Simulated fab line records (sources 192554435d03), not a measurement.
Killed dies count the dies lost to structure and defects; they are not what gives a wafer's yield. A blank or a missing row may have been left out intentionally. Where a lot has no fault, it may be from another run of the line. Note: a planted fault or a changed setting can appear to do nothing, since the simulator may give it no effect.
Chamber matching | flow n5_finfet | 4 sister chambers for N5_MOL_CONTACT_COAG_STRIP_96 on rie_diel-05
The step strips in N2/H2. 16 wafers are shown with their chamber, then 8 later ones without.

== EACH WAFER AND ITS CHAMBER ==
wafer  | chamber | showerhead_plenum_p_Torr (Torr) | drypump_motor_current_A (A) | throttle_valve_pct (%)
L075.1 | 1       | 3.31                            | 5.7                         | 18.9
L075.4 | 2       | 3.46                            | 5.5                         | 19.2
L075.6 | 0       | 3.29                            | 6.1                         | 18.7
L080.2 | 0       | 3.29                            | 6.1                         | 18.7
L080.3 | 2       | 3.46                            | 5.5                         | 19.2
L080.6 | 0       | 3.29                            | 6.1                         | 18.7
L081.3 | 1       | 3.31                            | 5.8                         | 19.0
L081.5 | 1       | 3.31                            | 5.8                         | 18.9
L081.6 | 0       | 3.29                            | 6.1                         | 18.7
L082.4 | 2       | 3.46                            | 5.5                         | 19.2
L082.5 | 3       | 3.46                            | 6.1                         | 19.2
L082.6 | 2       | 3.46                            | 5.5                         | 19.2
L087.1 | 3       | 3.46                            | 6.1                         | 19.2
L087.3 | 0       | 3.28                            | 6.1                         | 18.7
L087.6 | 0       | 3.28                            | 6.1                         | 18.7
L092.2 | 0       | 3.28                            | 6.1                         | 18.7

SIGNATURES, as means of the wafers listed above
reading                  | chamber 0 | chamber 1 | chamber 2 | chamber 3 | scatter within a chamber
showerhead_plenum_p_Torr | 3.2857    | 3.3100    | 3.4600    | 3.4600    | 0.00378
drypump_motor_current_A  | 6.100     | 5.767     | 5.500     | 6.100     | 0.0236
throttle_valve_pct       | 18.700    | 18.933    | 19.200    | 19.200    | 0.0236
Rule: a wafer lies at a distance from a chamber equal to the root of the sum of squares, over the readings, of (its reading less the chamber's mean, divided by the reading's scatter). The wafer belongs to the nearest chamber; if the next one is less than 2 further off, it can't be placed. The scatter: take each reading less its chamber's mean, square it, sum over the shown wafers, divide by the number of wafers less the number of chambers, and take the root.

== WAFERS WITHOUT THEIR CHAMBER ==
wafer  | showerhead_plenum_p_Torr (Torr) | drypump_motor_current_A (A) | throttle_valve_pct (%)
L092.3 | 3.46                            | 6.1                         | 19.2
L092.6 | 3.46                            | 6.0                         | 19.2
L096.1 | 3.45                            | 5.6                         | 18.9
L096.2 | 3.45                            | 6.1                         | 19.2
L096.5 | 3.27                            | 6.1                         | 18.8
L097.2 | 3.45                            | 5.5                         | 18.9
L097.3 | 3.27                            | 6.1                         | 18.8
L097.5 | 3.45                            | 6.1                         | 19.2

== THE CHAMBER EACH PASSED THROUGH ==
wafer  | from the rows above | in truth
L092.3 | 3                   | 3
L092.6 | 3                   | 3
L096.1 | 2                   | 2
L096.2 | 3                   | 3
L096.5 | 0                   | 0
L097.2 | 2                   | 2
L097.3 | 0                   | 0
L097.5 | 3                   | 3
Correct placement for 8 of the 8. Number that these rows cannot place: 0. Wrongly placed: 0.
